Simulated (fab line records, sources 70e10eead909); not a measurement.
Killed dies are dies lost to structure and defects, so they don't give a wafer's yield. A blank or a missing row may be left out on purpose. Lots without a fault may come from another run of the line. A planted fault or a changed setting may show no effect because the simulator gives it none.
Problem report in the 8D (eight disciplines) form, filled by code | flow nand_harc | the parts of the form that need people (team, actions taken, sign-off) are left out

1. THE PROBLEM
killed_dies at NHARC_END_SORT_01 reads a mean of 453 on 3 wafers of 2 lots; wafers without a fault read 31 with a standard deviation of 12. That is +35 standard deviations from the usual mean.
First seen on wafer L285.4, day 24 14:04, on prober-01. The record holds 5 wafers of 2 lots with a number at this step. Rule for "out", or "out of limits": more than 4 standard deviations from the usual mean. The other wafers with a number count as sound.

2. WHAT IT IS AND WHAT IT IS NOT
question                    | is                           | is not
which readings at this step | killed_dies, killed_at_array | killed_at_other, killed_at_periphery, killed_short
which lots                  | L285, L290                   | -
which wafers of those lots  | L285.4, L285.6, L290.4       | L285.5, L290.2
read on which gauges        | prober-01, prober-02         | -
when                        | from day 24 14:04            | up to then (0 sound wafers); but 2 sound wafers of L285, L290 came after

3. SUSPECTS, AND WHAT RULES EACH OUT
Counting: a tool at a process step up to the reading stays a suspect if it ran every lot that is out. Sound lots after the first of them don't rule it out here, since some wafers of a struck lot are sound.
- the gauge at NHARC_END_SORT_01: ruled out. The wafers that are out were read on 2 gauges (prober-01, prober-02).
- rie_diel-13 at NHARC_A_CONTACT_ETCH_90 (etches the open film in CH3F/O2, target depth 40 nm, time 85.7 s): kept. It ran every lot that is out, first L285 (day 19 01:35).
- rie_diel-13 at NHARC_A_CONTACT_ETCH_96 (etches the open film in C4F6/O2, target depth 20 nm, time 10 s): kept. It ran every lot that is out, first L285 (day 19 01:43). Its own readings are out on those wafers: run_length_s.
- Within rie_diel-13 at NHARC_A_CONTACT_ETCH_96: the wafers that are out ran in chambers 1, 2; their sound lot-mates ran in chambers 0, 3.
Left after counting: rie_diel-13 at NHARC_A_CONTACT_ETCH_90, rie_diel-13 at NHARC_A_CONTACT_ETCH_96.

4. THE CAUSE (what the simulator had put in)
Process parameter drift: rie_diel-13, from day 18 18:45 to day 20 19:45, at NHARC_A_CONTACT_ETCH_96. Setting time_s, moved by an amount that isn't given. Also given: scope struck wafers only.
Counting left 2 suspects, and this tool is among them.

5. THE CHAIN OF EFFECTS, in route order
Each row: a reading whose mean over the struck wafers that have a number lies more than 3 standard deviations from the usual. Only readings for which the record gives a usual standard deviation are gone through. hours: the time from each lot's start at the first step in this table that gives one to its start at this step, as a median over the lots. sigmas: the change in usual standard deviations.
hours | step                    | reading         | usual  | on struck wafers | change | sigmas
0     | NHARC_A_CONTACT_ETCH_96 | run_length_s    | 30.8 s | 27.4             | -3.4   | -11
136   | NHARC_END_SORT_01       | killed_at_array | 27     | 449              | +422   | +35
136   | NHARC_END_SORT_01       | killed_dies     | 31     | 453              | +422   | +35
The process steps in it:
- NHARC_A_CONTACT_ETCH_96: etches the open film in C4F6/O2, target depth 20 nm, time 10 s.
Readings that are blank on the struck wafers while sound wafers have them: rf_fwd_power_W at NHARC_A_CONTACT_ETCH_96.

6. WHAT WOULD HAVE CAUGHT IT SOONER
In this record the first reading out of limits at a measuring or inspecting step was taken at day 24 14:04, 139 hours after the fault began at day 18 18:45.
The tool's own readings at NHARC_A_CONTACT_ETCH_96 were out on every struck wafer that the step has a row for (run_length_s): an alarm limit on them would have fired on the first of those.
All the lots that are out (2) had begun NHARC_A_CONTACT_ETCH_96 on rie_diel-13 by day 24 14:04. A hold on the tool at that time would have spared none of them.
